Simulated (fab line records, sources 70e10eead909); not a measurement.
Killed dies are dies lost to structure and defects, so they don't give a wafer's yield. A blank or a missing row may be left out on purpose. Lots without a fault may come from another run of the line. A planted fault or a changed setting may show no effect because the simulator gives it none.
Problem report in the 8D (eight disciplines) form, filled by code | flow nand_harc | the parts of the form that need people (team, actions taken, sign-off) are left out

1. THE PROBLEM
rf_fwd_power_W at NHARC_A_CHANNEL_HOLE_D1_ETCH_34 reads a mean of 294.8 W on 6 wafers of 2 lots; wafers without a fault read 495.3 W with a standard deviation of 2. That is -99 or more standard deviations from the usual mean.
The step: etches the open film in CF4/CHF3, target depth 154 nm, time 77 s.
First seen on wafer L197.4, day 11 09:22, on rie_diel-12. The record holds 18 wafers of 6 lots with a number at this step. Rule for "out", or "out of limits": more than 4 standard deviations from the usual mean. The other wafers with a number count as sound.

2. WHAT IT IS AND WHAT IT IS NOT
question                    | is                             | is not
which readings at this step | rf_fwd_power_W, oes_product_au | rf_vpp_V, showerhead_plenum_p_Torr, throttle_valve_pct
which lots                  | L197, L200                     | L186, L187, L203, L209
which wafers of those lots  | all that have a number         | -
read on which tools         | rie_diel-12                    | rie_diel-10
when                        | from day 11 09:22              | up to then (6 sound wafers); but 6 sound wafers of L203, L209 came after

3. SUSPECTS, AND WHAT RULES EACH OUT
Counting: a tool at a process step up to the reading stays a suspect if it ran every lot that is out and no sound lot after the first of them.
- rie_diel-12 at NHARC_A_CHANNEL_HOLE_D1_DESCUM_15 (chemistry O2, time 3 s): kept. It ran every lot that is out, first L197 (day 11 08:56), and no sound lot after that; its last sound lot up to then is L187 (day 8 21:54).
- rie_diel-12 at NHARC_A_CHANNEL_HOLE_D1_ETCH_38 (etches the open film in CF4, target depth 39 nm, time 65 s): kept. It ran every lot that is out, first L197 (day 11 09:01), and no sound lot after that; its last sound lot up to then is L187 (day 8 21:59).
- rie_diel-12 at NHARC_A_CHANNEL_HOLE_D1_ETCH_39 (etches the open film in N2/H2, target depth 260 nm, time 325 s): kept. It ran every lot that is out, first L197 (day 11 09:22), and no sound lot after that; its last sound lot up to then is L187 (day 8 22:20). NHARC_A_CHANNEL_HOLE_D1_ETCH_39 gives no start for some lots, so the hours and the order of its lots are those of NHARC_A_CHANNEL_HOLE_D1_ETCH_34.
- rie_diel-12 at NHARC_A_CHANNEL_HOLE_D1_ETCH_34 (etches the open film in CF4/CHF3, target depth 154 nm, time 77 s): kept. It ran every lot that is out, first L197 (day 11 09:22), and no sound lot after that; its last sound lot up to then is L187 (day 8 22:20). Its own readings are out on those wafers: oes_product_au, rf_fwd_power_W.
Left after counting: rie_diel-12 at NHARC_A_CHANNEL_HOLE_D1_DESCUM_15, rie_diel-12 at NHARC_A_CHANNEL_HOLE_D1_ETCH_38, rie_diel-12 at NHARC_A_CHANNEL_HOLE_D1_ETCH_39, rie_diel-12 at NHARC_A_CHANNEL_HOLE_D1_ETCH_34.

4. THE CAUSE (what the simulator had put in)
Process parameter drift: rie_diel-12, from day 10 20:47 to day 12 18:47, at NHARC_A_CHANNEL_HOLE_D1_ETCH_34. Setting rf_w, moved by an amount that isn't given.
Counting left 4 suspects, and this tool is among them.

5. THE CHAIN OF EFFECTS, in route order
Each row: a reading whose mean over the struck wafers that have a number lies more than 3 standard deviations from the usual. Only readings for which the record gives a usual standard deviation are gone through. hours: the time from each lot's start at the first step in this table that gives one to its start at this step, as a median over the lots. sigmas: the change in usual standard deviations.
hours | step                            | reading        | usual      | on struck wafers | change | sigmas
0     | NHARC_A_CHANNEL_HOLE_D1_ETCH_34 | oes_product_au | 0.933 a.u. | 0.708            | -0.225 | -10
0     | NHARC_A_CHANNEL_HOLE_D1_ETCH_34 | rf_fwd_power_W | 495.3 W    | 294.8            | -200.5 | -99 or more
The process steps in it:
- NHARC_A_CHANNEL_HOLE_D1_ETCH_34: etches the open film in CF4/CHF3, target depth 154 nm, time 77 s.
Later measuring or inspecting steps at which every struck wafer that the step has a row for has a number for every such reading, and none has moved that far: NHARC_A_CHANNEL_HOLE_D1_CD_MEAS_18.

6. WHAT WOULD HAVE CAUGHT IT SOONER
In this record the first reading out of limits was taken at day 11 09:22, 13 hours after the fault began at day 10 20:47.
